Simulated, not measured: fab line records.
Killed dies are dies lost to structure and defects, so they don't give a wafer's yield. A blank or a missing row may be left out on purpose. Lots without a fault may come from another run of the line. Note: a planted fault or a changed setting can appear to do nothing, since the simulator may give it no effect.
Which tool is to blame? || flow nand harc || 11 lots with 33 wafers sampled at 5 steps, on a route of 1302 steps

WHAT THE GAUGES READ, wafer by wafer
NHARC_END_SORT_01.
{"lot": "L468", "measured": "day 30 12:15", "on": "prober-02", "killed at array": "671 671 672", "killed at other": "0 0 1", "killed at periphery": "6 6 4", "killed dies": "677 677 677", "killed open": "4 2 3", "killed short": "5 4 5"}
{"lot": "L467", "measured": "day 30 13:50", "on": "prober-01", "killed at array": "673 675 675", "killed at other": "2 0 0", "killed at periphery": "2 2 2", "killed dies": "677 677 677", "killed open": "1 1 4", "killed short": "3 5 0"}
{"lot": "L470", "measured": "day 31 22:51", "on": "prober-02", "killed at array": "670 669 673", "killed at other": "2 0 1", "killed at periphery": "5 8 3", "killed dies": "677 677 677", "killed open": "8 6 4", "killed short": "3 4 4"}

EACH LOT AND THE TOOL THAT RAN IT (in order: tool; ch and the chambers of the sampled wafers; start)
{"lot": "L454", "NHARC_A_CONTACT_DESCUM_47": "rie diel-04 ch 0,2,3, day 22 04:13", "NHARC_A_CONTACT_ETCH_49": "rie diel-04 ch 0,1,2, day 22 07:48 or earlier", "NHARC_A_CONTACT_ETCH_121": "har cap etch-02 ch 0,1, day 22 07:48", "NHARC_A_CONTACT_ETCH_90": "rie diel-04 ch 0,1,2, day 22 09:08"}
{"lot": "L456", "NHARC_A_CONTACT_DESCUM_47": "rie diel-13 ch 0,1,2, day 22 09:00", "NHARC_A_CONTACT_ETCH_49": "rie diel-13 ch 2,3, day 22 12:40 or earlier", "NHARC_A_CONTACT_ETCH_121": "har cap etch-01 ch 0,1, day 22 12:40", "NHARC_A_CONTACT_ETCH_90": "rie diel-12 ch 0,2, day 22 13:59"}
{"lot": "L463", "NHARC_A_CONTACT_DESCUM_47": "rie diel-04 ch 0,1, day 25 19:32", "NHARC_A_CONTACT_ETCH_49": "rie diel-04 ch 1,3, day 25 23:06 or earlier", "NHARC_A_CONTACT_ETCH_121": "har cap etch-02 ch 0, day 25 23:06", "NHARC_A_CONTACT_ETCH_90": "rie diel-04 ch 1,2, day 26 00:24"}
{"lot": "L465", "NHARC_A_CONTACT_DESCUM_47": "rie diel-04 ch 0,3, day 26 17:20", "NHARC_A_CONTACT_ETCH_49": "rie diel-04 ch 0,2, day 26 20:53 or earlier", "NHARC_A_CONTACT_ETCH_121": "har cap etch-02 ch 0,1, day 26 20:53", "NHARC_A_CONTACT_ETCH_90": "rie diel-13 ch 0,2,3, day 26 22:14"}
{"lot": "L466", "NHARC_A_CONTACT_DESCUM_47": "rie diel-04 ch 0,2,3, day 26 19:13", "NHARC_A_CONTACT_ETCH_49": "rie diel-04 ch 0,1,3, day 26 22:47 or earlier", "NHARC_A_CONTACT_ETCH_121": "har cap etch-03 ch 0,1, day 26 22:47", "NHARC_A_CONTACT_ETCH_90": "rie diel-04 ch 1,2,3, day 27 00:11"}
{"lot": "L468", "NHARC_A_CONTACT_DESCUM_47": "rie diel-13 ch 0,1,2, day 27 14:12", "NHARC_A_CONTACT_ETCH_49": "rie diel-13 ch 1,2,3, day 27 18:12 or earlier", "NHARC_A_CONTACT_ETCH_121": "har cap etch-01 ch 0,1, day 27 18:12", "NHARC_A_CONTACT_ETCH_90": "rie diel-04 ch 1,2,3, day 27 19:46"}
{"lot": "L467", "NHARC_A_CONTACT_DESCUM_47": "rie diel-12 ch 0,1,2, day 27 16:58", "NHARC_A_CONTACT_ETCH_49": "rie diel-12 ch 1,2, day 27 20:34 or earlier", "NHARC_A_CONTACT_ETCH_121": "har cap etch-03 ch 0,1, day 27 20:34", "NHARC_A_CONTACT_ETCH_90": "rie diel-04 ch 0,1, day 27 21:49"}
{"lot": "L470", "NHARC_A_CONTACT_DESCUM_47": "rie diel-04 ch 0,2,3, day 28 17:32", "NHARC_A_CONTACT_ETCH_49": "rie diel-04 ch 0,2,3, day 28 21:05 or earlier", "NHARC_A_CONTACT_ETCH_121": "har cap etch-01 ch 0,1, day 28 21:05", "NHARC_A_CONTACT_ETCH_90": "rie diel-04 ch 0,1,2, day 28 22:24"}
{"lot": "L474", "NHARC_A_CONTACT_DESCUM_47": "rie diel-04 ch 2,3, day 29 14:14", "NHARC_A_CONTACT_ETCH_49": "rie diel-04 ch 0,2, day 29 18:14 or earlier", "NHARC_A_CONTACT_ETCH_121": "har cap etch-02 ch 0,1, day 29 18:14", "NHARC_A_CONTACT_ETCH_90": "rie diel-04 ch 0,2,3, day 29 19:34"}
{"lot": "L475", "NHARC_A_CONTACT_DESCUM_47": "rie diel-04 ch 0,2,3, day 30 05:58", "NHARC_A_CONTACT_ETCH_49": "rie diel-04 ch 0,3, day 30 10:00 or earlier", "NHARC_A_CONTACT_ETCH_121": "har cap etch-02 ch 0,1, day 30 10:00", "NHARC_A_CONTACT_ETCH_90": "rie diel-13 ch 2,3, day 30 11:19"}
{"lot": "L476", "NHARC_A_CONTACT_DESCUM_47": "rie diel-04 ch 1,2,3, day 30 23:49", "NHARC_A_CONTACT_ETCH_49": "rie diel-04 ch 0,1,2, day 31 03:21 or earlier", "NHARC_A_CONTACT_ETCH_121": "har cap etch-03 ch 0,1, day 31 03:21", "NHARC_A_CONTACT_ETCH_90": "rie diel-12 ch 0,2,3, day 31 04:42"}
- NHARC_A_CONTACT_DESCUM_47: chemistry O2, time 3 s.
- NHARC_A_CONTACT_ETCH_49: etches the open film in N2/H2, target depth 260 nm, time 475.3 s.
- NHARC_A_CONTACT_ETCH_121: etches the open film in C4F8/O2/Ar, time 190 s, target depth 1850 nm.
- NHARC_A_CONTACT_ETCH_90: etches the open film in CH3F/O2, target depth 40 nm, time 85.7 s.

WHAT THE TOOLS THEMSELVES READ (means of the sampled wafers that have a number; where no wafer has one, the mark that the record gives instead)
NHARC_A_CONTACT_DESCUM_47.
{"lot": "L454", "tool": "rie diel-04", "drypump motor current A (A)": 6.3, "oes product au (a.u.)": 0.998, "rf vpp V (V)": 57.6, "showerhead plenum p Torr (Torr)": 1.90, "throttle valve pct (%)": 11.314}
{"lot": "L456", "tool": "rie diel-13", "drypump motor current A (A)": 5.8, "oes product au (a.u.)": 1.000, "rf vpp V (V)": 57.8, "showerhead plenum p Torr (Torr)": 1.83, "throttle valve pct (%)": 11.311}
{"lot": "L463", "tool": "rie diel-04", "drypump motor current A (A)": 5.7, "oes product au (a.u.)": 1.005, "rf vpp V (V)": 57.8, "showerhead plenum p Torr (Torr)": 1.95, "throttle valve pct (%)": 11.301}
{"lot": "L465", "tool": "rie diel-04", "drypump motor current A (A)": 6.6, "oes product au (a.u.)": 1.003, "rf vpp V (V)": 57.4, "showerhead plenum p Torr (Torr)": 2.02, "throttle valve pct (%)": 11.311}
{"lot": "L466", "tool": "rie diel-04", "drypump motor current A (A)": 6.3, "oes product au (a.u.)": 1.007, "rf vpp V (V)": 57.9, "showerhead plenum p Torr (Torr)": 2.00, "throttle valve pct (%)": 11.308}
{"lot": "L468", "tool": "rie diel-13", "drypump motor current A (A)": 5.8, "oes product au (a.u.)": 1.007, "rf vpp V (V)": 57.0, "showerhead plenum p Torr (Torr)": 1.82, "throttle valve pct (%)": 11.310}
{"lot": "L467", "tool": "rie diel-12", "drypump motor current A (A)": 5.4, "oes product au (a.u.)": 1.000, "rf vpp V (V)": 58.3, "showerhead plenum p Torr (Torr)": 1.91, "throttle valve pct (%)": 11.304}
{"lot": "L470", "tool": "rie diel-04", "drypump motor current A (A)": 6.2, "oes product au (a.u.)": 1.005, "rf vpp V (V)": 57.8, "showerhead plenum p Torr (Torr)": 1.99, "throttle valve pct (%)": 11.306}
{"lot": "L474", "tool": "rie diel-04", "drypump motor current A (A)": 5.9, "oes product au (a.u.)": 1.014, "rf vpp V (V)": 57.9, "showerhead plenum p Torr (Torr)": 1.97, "throttle valve pct (%)": 11.308}
{"lot": "L475", "tool": "rie diel-04", "drypump motor current A (A)": 6.3, "oes product au (a.u.)": 0.999, "rf vpp V (V)": 58.2, "showerhead plenum p Torr (Torr)": 1.99, "throttle valve pct (%)": 11.313}
{"lot": "L476", "tool": "rie diel-04", "drypump motor current A (A)": 5.7, "oes product au (a.u.)": 1.005, "rf vpp V (V)": 56.8, "showerhead plenum p Torr (Torr)": 1.93, "throttle valve pct (%)": 11.313}

NHARC_A_CONTACT_ETCH_49.
{"lot": "L454", "tool": "rie diel-04", "bias w (W)": 150.6, "chamber pressure mTorr (mTorr)": 29.999, "drypump motor current A (A)": 5.9, "oes product au (a.u.)": 1.005, "rf vpp V (V)": 429.9, "showerhead plenum p Torr (Torr)": 2.01, "throttle valve pct (%)": 14.174}
{"lot": "L456", "tool": "rie diel-13", "bias w (W)": 149.6, "chamber pressure mTorr (mTorr)": 30.010, "drypump motor current A (A)": 5.5, "oes product au (a.u.)": 1.006, "rf vpp V (V)": 429.0, "showerhead plenum p Torr (Torr)": 1.99, "throttle valve pct (%)": 14.176}
{"lot": "L463", "tool": "rie diel-04", "bias w (W)": 150.1, "chamber pressure mTorr (mTorr)": 29.985, "drypump motor current A (A)": 5.9, "oes product au (a.u.)": 1.009, "rf vpp V (V)": 430.3, "showerhead plenum p Torr (Torr)": 2.04, "throttle valve pct (%)": 14.174}
{"lot": "L465", "tool": "rie diel-04", "bias w (W)": 149.8, "chamber pressure mTorr (mTorr)": 29.999, "drypump motor current A (A)": 6.4, "oes product au (a.u.)": 1.003, "rf vpp V (V)": 434.8, "showerhead plenum p Torr (Torr)": 2.18, "throttle valve pct (%)": 14.172}
{"lot": "L466", "tool": "rie diel-04", "bias w (W)": 150.1, "chamber pressure mTorr (mTorr)": 29.996, "drypump motor current A (A)": 6.1, "oes product au (a.u.)": 0.998, "rf vpp V (V)": 431.0, "showerhead plenum p Torr (Torr)": 2.09, "throttle valve pct (%)": 14.171}
{"lot": "L468", "tool": "rie diel-13", "bias w (W)": 150.0, "chamber pressure mTorr (mTorr)": 30.004, "drypump motor current A (A)": 5.3, "oes product au (a.u.)": 0.996, "rf vpp V (V)": 429.0, "showerhead plenum p Torr (Torr)": 2.00, "throttle valve pct (%)": 14.177}
{"lot": "L467", "tool": "rie diel-12", "bias w (W)": 150.3, "chamber pressure mTorr (mTorr)": 30.023, "drypump motor current A (A)": 5.3, "oes product au (a.u.)": 1.002, "rf vpp V (V)": 428.3, "showerhead plenum p Torr (Torr)": 1.97, "throttle valve pct (%)": 14.167}
{"lot": "L470", "tool": "rie diel-04", "bias w (W)": 149.8, "chamber pressure mTorr (mTorr)": 30.012, "drypump motor current A (A)": 6.3, "oes product au (a.u.)": 1.008, "rf vpp V (V)": 432.6, "showerhead plenum p Torr (Torr)": 2.13, "throttle valve pct (%)": 14.182}
{"lot": "L474", "tool": "rie diel-04", "bias w (W)": 149.9, "chamber pressure mTorr (mTorr)": 29.989, "drypump motor current A (A)": 6.4, "oes product au (a.u.)": 1.009, "rf vpp V (V)": 433.3, "showerhead plenum p Torr (Torr)": 2.18, "throttle valve pct (%)": 14.164}
{"lot": "L475", "tool": "rie diel-04", "bias w (W)": 149.7, "chamber pressure mTorr (mTorr)": 30.024, "drypump motor current A (A)": 6.6, "oes product au (a.u.)": 1.012, "rf vpp V (V)": 433.4, "showerhead plenum p Torr (Torr)": 2.16, "throttle valve pct (%)": 14.167}
{"lot": "L476", "tool": "rie diel-04", "bias w (W)": 149.6, "chamber pressure mTorr (mTorr)": 29.979, "drypump motor current A (A)": 5.9, "oes product au (a.u.)": 0.994, "rf vpp V (V)": 432.0, "showerhead plenum p Torr (Torr)": 2.11, "throttle valve pct (%)": 14.177}

NHARC_A_CONTACT_ETCH_121.
{"lot": "L454", "tool": "har cap etch-02", "chamber pressure mTorr (mTorr)": 19.990, "oes air line au (a.u.)": 1.007}
{"lot": "L456", "tool": "har cap etch-01", "chamber pressure mTorr (mTorr)": 19.976, "oes air line au (a.u.)": 0.987}
{"lot": "L463", "tool": "har cap etch-02", "chamber pressure mTorr (mTorr)": 19.989, "oes air line au (a.u.)": 1.004}
{"lot": "L465", "tool": "har cap etch-02", "chamber pressure mTorr (mTorr)": 19.999, "oes air line au (a.u.)": 1.010}
{"lot": "L466", "tool": "har cap etch-03", "chamber pressure mTorr (mTorr)": 19.990, "oes air line au (a.u.)": 0.988}
{"lot": "L468", "tool": "har cap etch-01", "chamber pressure mTorr (mTorr)": 19.985, "oes air line au (a.u.)": 1.009}
{"lot": "L467", "tool": "har cap etch-03", "chamber pressure mTorr (mTorr)": 20.001, "oes air line au (a.u.)": 0.961}
{"lot": "L470", "tool": "har cap etch-01", "chamber pressure mTorr (mTorr)": 20.005, "oes air line au (a.u.)": 0.994}
{"lot": "L474", "tool": "har cap etch-02", "chamber pressure mTorr (mTorr)": 20.012, "oes air line au (a.u.)": 0.990}
{"lot": "L475", "tool": "har cap etch-02", "chamber pressure mTorr (mTorr)": 19.980, "oes air line au (a.u.)": 1.010}
{"lot": "L476", "tool": "har cap etch-03", "chamber pressure mTorr (mTorr)": 20.008, "oes air line au (a.u.)": 0.986}

NHARC_A_CONTACT_ETCH_90.
{"lot": "L454", "tool": "rie diel-04", "bias w (W)": 99.93, "ch3f flow sccm (sccm)": 49.91, "drypump motor current A (A)": 5.9, "oes product au (a.u.)": 0.93, "rf vpp V (V)": 243.9, "showerhead plenum p Torr (Torr)": 2.42, "throttle valve pct (%)": 20.659}
{"lot": "L456", "tool": "rie diel-12", "bias w (W)": 100.00, "ch3f flow sccm (sccm)": 49.98, "drypump motor current A (A)": 5.9, "oes product au (a.u.)": 1.00, "rf vpp V (V)": 244.4, "showerhead plenum p Torr (Torr)": 2.44, "throttle valve pct (%)": 20.666}
{"lot": "L463", "tool": "rie diel-04", "bias w (W)": 99.78, "ch3f flow sccm (sccm)": 50.01, "drypump motor current A (A)": 5.5, "oes product au (a.u.)": 0.95, "rf vpp V (V)": 245.0, "showerhead plenum p Torr (Torr)": 2.52, "throttle valve pct (%)": 20.666}
{"lot": "L465", "tool": "rie diel-13", "bias w (W)": 100.10, "ch3f flow sccm (sccm)": 50.04, "drypump motor current A (A)": 5.8, "oes product au (a.u.)": 0.93, "rf vpp V (V)": 243.5, "showerhead plenum p Torr (Torr)": 2.38, "throttle valve pct (%)": 20.661}
{"lot": "L466", "tool": "rie diel-04", "bias w (W)": 100.07, "ch3f flow sccm (sccm)": 49.92, "drypump motor current A (A)": 5.7, "oes product au (a.u.)": 0.92, "rf vpp V (V)": 244.3, "showerhead plenum p Torr (Torr)": 2.49, "throttle valve pct (%)": 20.669}
{"lot": "L468", "tool": "rie diel-04", "bias w (W)": "-", "ch3f flow sccm (sccm)": "-", "drypump motor current A (A)": "-", "oes product au (a.u.)": "-", "rf vpp V (V)": "-", "showerhead plenum p Torr (Torr)": "-", "throttle valve pct (%)": "-"}
{"lot": "L467", "tool": "rie diel-04", "bias w (W)": "-", "ch3f flow sccm (sccm)": "-", "drypump motor current A (A)": "-", "oes product au (a.u.)": "-", "rf vpp V (V)": "-", "showerhead plenum p Torr (Torr)": "-", "throttle valve pct (%)": "-"}
{"lot": "L470", "tool": "rie diel-04", "bias w (W)": "-", "ch3f flow sccm (sccm)": "-", "drypump motor current A (A)": "-", "oes product au (a.u.)": "-", "rf vpp V (V)": "-", "showerhead plenum p Torr (Torr)": "-", "throttle valve pct (%)": "-"}
{"lot": "L474", "tool": "rie diel-04", "bias w (W)": 99.85, "ch3f flow sccm (sccm)": 50.12, "drypump motor current A (A)": 6.2, "oes product au (a.u.)": 0.93, "rf vpp V (V)": 245.0, "showerhead plenum p Torr (Torr)": 2.56, "throttle valve pct (%)": 20.670}
{"lot": "L475", "tool": "rie diel-13", "bias w (W)": 100.14, "ch3f flow sccm (sccm)": 50.01, "drypump motor current A (A)": 5.5, "oes product au (a.u.)": 1.00, "rf vpp V (V)": 243.2, "showerhead plenum p Torr (Torr)": 2.38, "throttle valve pct (%)": 20.663}
{"lot": "L476", "tool": "rie diel-12", "bias w (W)": 100.04, "ch3f flow sccm (sccm)": 50.22, "drypump motor current A (A)": 5.9, "oes product au (a.u.)": 0.93, "rf vpp V (V)": 245.1, "showerhead plenum p Torr (Torr)": 2.50, "throttle valve pct (%)": 20.662}

THE ANSWER, worked out from the rows above alone
Rule: what is usual is taken from the lots themselves. The widest of any qualifying gaps counts: lots, ordered by their means at a reading, are off when they make up no more than a third of the lots, leave a main group of 4 or more, and stand apart from it by 3 or more times the standard deviation of that group's means. The tables above print the reading to a certain number of digits; a main group whose means all agree to those digits is not used. A lot without any number at a reading at which 4 lots or more have one is off too. Any other lot the step has rows for is counted as sound. Order of review: gauges by route order, followed by the tools' own readings, for which a lot's mean as printed above is used. At the first step where some lot is off, the reading lying furthest off is the one used; lots without a number count as furthest.
Off at NHARC_A_CONTACT_ETCH_90 (bias w): L468, L467, L470. Without a number there: L468, L467, L470. For the main group the mean is 99.99 W and the standard deviation 0.12.
If a tool, at that step or one of the process steps before it, ran each lot that is off and ran no sound lot following the first of them, it fits. NHARC_A_CONTACT_ETCH_49 gives no start for some lots, so the hours and the order of its lots are those of NHARC_A_CONTACT_ETCH_121. No candidate that was tried fits.

WHAT HAD BEEN PUT IN BY THE SIMULATOR
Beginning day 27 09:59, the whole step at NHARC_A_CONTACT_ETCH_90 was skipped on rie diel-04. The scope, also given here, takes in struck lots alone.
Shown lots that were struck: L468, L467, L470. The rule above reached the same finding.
